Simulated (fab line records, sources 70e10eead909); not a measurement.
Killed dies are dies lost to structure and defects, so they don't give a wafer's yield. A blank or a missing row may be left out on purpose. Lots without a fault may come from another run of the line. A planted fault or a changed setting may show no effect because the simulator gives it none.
Which tool did it? | flow nand_harc | 6 lots, 18 wafers sampled, at 6 steps of a route of 1302

WHAT THE GAUGES READ, wafer by wafer
NHARC_END_SORT_01.
lot | measured | on | killed_at_array

WHICH TOOL RAN EACH LOT (tool, then ch and the chambers of the sampled wafers, then the start)
lot  | NHARC_A_CHANNEL_FILL_D1_ETCHBACK_08           | NHARC_A_DECK1_JOINT_ETCHBACK_07  | NHARC_A_DECK1_JOINT_CVD_12       | NHARC_A_DECK1_JOINT_CMP_13    | NHARC_A_DECK1_JOINT_DEP_16
L759 | rie_diel-13 ch 0,2,3, day 11 16:57 or earlier | rie_si-05 ch 1,2,3, day 11 16:57 | lpcvd_poly-03 ch 0, day 12 00:13 | cmp-03 ch 0,1,2, day 12 03:05 | pecvd-03 ch 0,2, day 13 05:58
L760 | rie_diel-06 ch 0,1,2, day 13 08:08 or earlier | rie_si-03 ch 1,2,3, day 13 08:08 | lpcvd_poly-02 ch 0, day 13 15:35 | cmp-03 ch 1,2,3, day 13 18:33 | pecvd-04 ch 0,1,2, day 14 20:01
L764 | rie_diel-13 ch 0,1, day 14 02:26 or earlier   | rie_si-05 ch 0,3, day 14 02:26   | lpcvd_poly-02 ch 0, day 14 09:54 | cmp-03 ch 0,1,2, day 14 12:47 | pecvd-02 ch 0,1, day 15 12:21
L769 | rie_diel-07 ch 0,1,2, day 15 12:42 or earlier | rie_si-03 ch 0,1,3, day 15 12:42 | lpcvd_poly-03 ch 0, day 15 20:00 | cmp-01 ch 1,2,3, day 16 02:02 | pecvd-03 ch 0,1,2, day 17 02:25
L777 | rie_diel-06 ch 0,2, day 19 18:58 or earlier   | rie_si-05 ch 0,1,2, day 19 18:58 | lpcvd_poly-01 ch 0, day 20 02:25 | cmp-03 ch 0,2,3, day 20 05:17 | pecvd-04 ch 0,1, day 21 18:47
L779 | rie_diel-07 ch 0,1,3, day 20 04:32 or earlier | rie_si-04 ch 0,1,3, day 20 04:32 | lpcvd_poly-01 ch 0, day 20 11:59 | cmp-04 ch 1,2,3, day 20 14:48 | pecvd-02 ch 0,1,2, day 21 20:25
- NHARC_A_CHANNEL_FILL_D1_ETCHBACK_08: etches the open film in C4F8, target depth 220 nm, time 110 s.
- NHARC_A_DECK1_JOINT_ETCHBACK_07: etches the open film in HBr, target depth 105 nm, time 26.9 s.
- NHARC_A_DECK1_JOINT_CVD_12: deposits poly-Si, target thk 90 nm, time 1800 s.
- NHARC_A_DECK1_JOINT_CMP_13: polishes, target thk 51.023 nm.
- NHARC_A_DECK1_JOINT_DEP_16: deposits SiO2, target thk 45 nm.

THE ANSWER, worked out from the rows above alone
Rule: what is usual is taken from the lots themselves. Put in order of their means at a reading, lots are off if they are a third of the lots or fewer, leave a main group of 4 or more, and stand apart from it by a gap of 3 or more times the standard deviation of the main group's means; of several such gaps the widest counts. A main group whose means are all the same, to the digits that the tables above print for the reading, isn't used. A lot without any number at a reading at which 4 lots or more have one is off too. The other lots that the step has rows for count as sound.
No lot is off at any reading shown: from this, nothing can be told.

WHAT THE SIMULATOR HAD PUT IN
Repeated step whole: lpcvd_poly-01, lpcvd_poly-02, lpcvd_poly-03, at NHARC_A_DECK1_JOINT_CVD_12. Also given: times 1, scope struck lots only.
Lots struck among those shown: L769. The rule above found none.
